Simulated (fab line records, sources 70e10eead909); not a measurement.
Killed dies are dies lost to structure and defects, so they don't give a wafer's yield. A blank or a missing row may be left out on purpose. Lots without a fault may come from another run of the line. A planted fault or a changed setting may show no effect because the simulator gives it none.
Which tool did it? | flow nand_harc | 12 lots, 36 wafers sampled, at 6 steps of a route of 1302

WHAT THE GAUGES READ, wafer by wafer
NHARC_A_CONTACT_CD_MEAS_15. Usual: cd_nm 190.2 nm, standard deviation 0.59.
lot  | measured     | on        | cd_nm (nm)        | flag
L427 | day 22 12:18 | cd_sem-01 | 190.8 190.2 190.4 |
L429 | day 23 18:11 | cd_sem-03 | 189.2 189.4 190.3 |
L431 | day 23 21:01 | cd_sem-03 | 191.0 190.8 191.3 |
L430 | day 24 03:08 | cd_sem-02 | 190.3 190.3 190.3 |
L435 | day 25 14:41 | cd_sem-01 | 190.9 190.0 189.6 |
L433 | day 25 16:43 | cd_sem-02 | 189.7 189.8 190.1 |
L436 | day 26 06:48 | cd_sem-01 | 189.8 190.0 189.8 |
L438 | day 27 07:17 | cd_sem-03 | 190.1 189.6 190.4 |
L441 | day 29 08:22 | cd_sem-02 | 189.8 190.1 189.0 |
L442 | day 29 19:53 | cd_sem-02 | 188.3 190.2 188.8 |
L445 | day 29 23:02 | cd_sem-01 | 189.9 189.6 190.2 |
L450 | day 32 08:55 | cd_sem-01 | 191.0 190.2 190.7 |

NHARC_END_SORT_01. Usual: killed_at_array 56, standard deviation 18; killed_at_other 1.4, standard deviation 1.5; killed_at_periphery 4, standard deviation 3.1; killed_dies 61, standard deviation 19; killed_open 3.5, standard deviation 1.8; killed_short 2.4, standard deviation 1.4.
lot  | measured     | on        | killed_at_array | killed_at_other | killed_at_periphery | killed_dies | killed_open | killed_short | flag
L441 | day 31 09:17 | prober-02 | 50 52 48        | 1 1 4           | 4 3 3               | 55 56 55    | 2 6 4       | 2 6 1        |
L442 | day 31 20:10 | prober-01 | 50 46 53        | 0 1 0           | 4 4 6               | 54 51 59    | 4 3 5       | 5 2 2        |
L445 | day 31 18:37 | prober-02 | 79 83 78        | 2 0 1           | 0 2 0               | 81 85 79    | 2 4 3       | 2 4 3        |

WHICH TOOL RAN EACH LOT (tool, then ch and the chambers of the sampled wafers, then the start)
lot  | NHARC_A_CONTACT_ETCH_98                       | NHARC_A_CONTACT_ALD_18              | NHARC_A_CONTACT_CVD_19        | NHARC_A_CONTACT_CMP_20
L427 | rie_diel-11 ch 2,3, day 22 12:18 or earlier   | ald_metal-04 ch 0,2, day 22 13:56   | cvd_w-01 ch 0,1, day 22 14:22 | cmp-04 ch 0,2, day 22 15:01
L429 | rie_diel-03 ch 0,2,3, day 23 18:11 or earlier | ald_metal-02 ch 0,1, day 23 19:08   | cvd_w-02 ch 0,1, day 23 19:19 | cmp-04 ch 1,2,3, day 23 20:15
L431 | rie_diel-11 ch 1,2,3, day 23 21:01 or earlier | ald_metal-01 ch 0,1,2, day 23 21:57 | cvd_w-02 ch 0,1, day 23 22:17 | cmp-04 ch 0,1,2, day 23 23:02
L430 | rie_diel-07 ch 1,2,3, day 24 03:08 or earlier | ald_metal-02 ch 1,2, day 24 04:07   | cvd_w-02 ch 0,1, day 24 04:34 | cmp-01 ch 0,2,3, day 24 05:15
L435 | rie_diel-07 ch 0,1,3, day 25 14:41 or earlier | ald_metal-02 ch 1,2,3, day 25 15:38 | cvd_w-02 ch 0,1, day 25 15:50 | cmp-01 ch 0,2,3, day 25 16:43
L433 | rie_diel-11 ch 1,2,3, day 25 16:43 or earlier | ald_metal-01 ch 0,1,2, day 25 18:12 | cvd_w-02 ch 0,1, day 25 18:32 | cmp-01 ch 0,1,2, day 25 19:18
L436 | rie_diel-03 ch 0,1,3, day 26 06:48 or earlier | ald_metal-02 ch 0,3, day 26 07:46   | cvd_w-01 ch 0,1, day 26 08:06 | cmp-03 ch 0,2,3, day 26 08:56
L438 | rie_diel-03 ch 1,2, day 27 07:11              | ald_metal-01 ch 0,1,3, day 27 11:22 | cvd_w-01 ch 0,1, day 27 11:34 | cmp-04 ch 0,1,2, day 27 12:29
L441 | rie_diel-11 ch 0,1,2, day 29 08:22 or earlier | ald_metal-04 ch 0,1,3, day 29 09:20 | cvd_w-02 ch 0,1, day 29 09:32 | cmp-03 ch 0,1,2, day 29 10:26
L442 | rie_diel-03 ch 0,1,2, day 29 19:53 or earlier | ald_metal-01 ch 0,2, day 29 20:59   | cvd_w-02 ch 0,1, day 29 21:25 | cmp-04 ch 0,1, day 29 22:05
L445 | rie_diel-11 ch 0,1,2, day 29 23:02 or earlier | ald_metal-02 ch 0,1,3, day 30 00:47 | cvd_w-02 ch 0,1, day 30 00:57 | cmp-01 ch 0,2, day 30 01:51
L450 | rie_diel-03 ch 1,2,3, day 32 08:55 or earlier | ald_metal-02 ch 2,3, day 32 09:52   | cvd_w-02 ch 0,1, day 32 10:03 | cmp-01 ch 1,2,3, day 32 10:58
- NHARC_A_CONTACT_ETCH_98: etches the open film in C4F6/O2, target depth 20 nm, time 10 s.
- NHARC_A_CONTACT_ALD_18: deposits TiN, target thk 3 nm, pulse time 1 s, ald cycles 150.
- NHARC_A_CONTACT_CVD_19: deposits W, target thk 300 nm, time 802 s.
- NHARC_A_CONTACT_CMP_20: polishes, t overpolish 30 s, target thk 300 nm.

WHAT THE TOOLS THEMSELVES READ (means of the sampled wafers that have a number; where no wafer has one, the mark that the record gives instead)
NHARC_A_CONTACT_ETCH_98. Usual: chamber_pressure_mTorr 30.002 mTorr, standard deviation 0.027; drypump_motor_current_A 5.7 A, standard deviation 0.36; oes_product_au 0.955 a.u., standard deviation 0.017; rf_vpp_V 546 V, standard deviation 3.8; showerhead_plenum_p_Torr 3.87 Torr, standard deviation 0.18; throttle_valve_pct 26.904 %, standard deviation 0.0096.
lot  | tool        | chamber_pressure_mTorr (mTorr) | drypump_motor_current_A (A) | oes_product_au (a.u.) | rf_vpp_V (V) | showerhead_plenum_p_Torr (Torr) | throttle_valve_pct (%) | flag
L427 | rie_diel-11 | 29.994                         | 5.8                         | 0.996                 | 545          | 3.81                            | 26.903                 |
L429 | rie_diel-03 | 30.013                         | 5.9                         | 0.965                 | 544          | 3.81                            | 26.906                 |
L431 | rie_diel-11 | 29.996                         | 5.6                         | 0.941                 | 546          | 3.89                            | 26.903                 |
L430 | rie_diel-07 | 29.988                         | 5.5                         | 0.954                 | 544          | 3.87                            | 26.911                 |
L435 | rie_diel-07 | 30.006                         | 5.7                         | 0.948                 | 544          | 3.84                            | 26.909                 |
L433 | rie_diel-11 | 30.011                         | 5.6                         | 0.941                 | 546          | 3.88                            | 26.894                 |
L436 | rie_diel-03 | 29.997                         | 5.6                         | 0.966                 | 542          | 3.72                            | 26.902                 |
L438 | rie_diel-03 | 29.973                         | 5.6                         | 0.960                 | 545          | 3.87                            | 26.901                 |
L441 | rie_diel-11 | 29.984                         | 5.9                         | 0.940                 | 548          | 4.02                            | 26.894                 |
L442 | rie_diel-03 | 30.030                         | 5.6                         | 0.972                 | 545          | 3.79                            | 26.895                 |
L445 | rie_diel-11 | 30.009                         | 5.9                         | 0.959                 | 549          | 4.01                            | 26.910                 |
L450 | rie_diel-03 | 30.020                         | 5.6                         | 0.986                 | 543          | 3.76                            | 26.912                 |

NHARC_A_CONTACT_ALD_18. Usual: heater_power_w 1061 W, standard deviation 88; precursor_pulse_height_rel 1.001, standard deviation 0.018.
lot  | tool         | heater_power_w (W) | precursor_pulse_height_rel | flag
L427 | ald_metal-04 | 1063               | 0.985                      |
L429 | ald_metal-02 | 1031               | 1.006                      |
L431 | ald_metal-01 | 1083               | 1.002                      |
L430 | ald_metal-02 | 1189               | 0.980                      |
L435 | ald_metal-02 | 1165               | 0.994                      |
L433 | ald_metal-01 | 1093               | 0.995                      |
L436 | ald_metal-02 | 1026               | 0.990                      |
L438 | ald_metal-01 | 1060               | 0.977                      |
L441 | ald_metal-04 | 1038               | 1.000                      |
L442 | ald_metal-01 | 1135               | 1.002                      |
L445 | ald_metal-02 | 995                | 1.002                      |
L450 | ald_metal-02 | 1108               | 0.991                      |

NHARC_A_CONTACT_CVD_19. Usual: heater_power_w 461 W, standard deviation 25; throttle_valve_pct 7.76 %, standard deviation 0.19.
lot  | tool     | heater_power_w (W) | throttle_valve_pct (%) | flag
L427 | cvd_w-01 | 441                | 7.89                   |
L429 | cvd_w-02 | 466                | 7.80                   |
L431 | cvd_w-02 | 491                | 7.69                   |
L430 | cvd_w-02 | 480                | 7.60                   |
L435 | cvd_w-02 | 488                | 7.73                   |
L433 | cvd_w-02 | 469                | 7.92                   |
L436 | cvd_w-01 | 439                | 8.05                   |
L438 | cvd_w-01 | 448                | 7.85                   |
L441 | cvd_w-02 | 468                | 7.75                   |
L442 | cvd_w-02 | 458                | 7.69                   |
L445 | cvd_w-02 | 455                | 7.58                   |
L450 | cvd_w-02 | 458                | 7.73                   |

NHARC_A_CONTACT_CMP_20. Usual: motor_current_A 12.6 A, standard deviation 1.5; overpolish_run_s 29.999 s, standard deviation 0.0096; time_to_endpoint_s 60.5 s, standard deviation 2.7.
lot  | tool   | motor_current_A (A) | overpolish_run_s (s) | time_to_endpoint_s (s) | flag
L427 | cmp-04 | 13.0                | 29.994               | 57.9                   |
L429 | cmp-04 | 11.6                | 30.005               | 59.5                   |
L431 | cmp-04 | 12.7                | 29.994               | 59.8                   |
L430 | cmp-01 | 12.3                | 30.006               | 61.9                   |
L435 | cmp-01 | 11.9                | 29.997               | 65.4                   |
L433 | cmp-01 | 13.8                | 29.994               | 58.0                   |
L436 | cmp-03 | 13.0                | 29.993               | 64.1                   |
L438 | cmp-04 | 13.1                | 29.998               | 61.2                   |
L441 | cmp-03 | 13.0                | 30.003               | 50.3                   | OFF
L442 | cmp-04 | 12.6                | 30.006               | 45.7                   | OFF
L445 | cmp-01 | 12.9                | 30.000               | 51.8                   | OFF
L450 | cmp-01 | 13.6                | 29.990               | 60.4                   |

THE ANSWER, worked out from the rows above alone
Rule: a lot is off if the mean of its wafers that have a number lies more than 3 standard deviations from the usual mean. A lot without any number at a reading at which 4 lots or more have one is off too. The other lots that the step has rows for count as sound. The gauges are gone through in route order, then the tools' own readings, and for those a lot's mean is taken as printed above. The first step at which some lot is off is used, and at that step the reading that is off furthest; a lot without a number counts as furthest.
Off: L441, L442, L445, at NHARC_A_CONTACT_CMP_20 (time_to_endpoint_s).
A tool fits if, at that step or a process step before it, it ran every lot that is off, and no sound lot after the first of them. NHARC_A_CONTACT_ETCH_98 gives no start for some lots, so the hours and the order of its lots are those of NHARC_A_CONTACT_CD_MEAS_15. None of those tried fits.

WHAT THE SIMULATOR HAD PUT IN
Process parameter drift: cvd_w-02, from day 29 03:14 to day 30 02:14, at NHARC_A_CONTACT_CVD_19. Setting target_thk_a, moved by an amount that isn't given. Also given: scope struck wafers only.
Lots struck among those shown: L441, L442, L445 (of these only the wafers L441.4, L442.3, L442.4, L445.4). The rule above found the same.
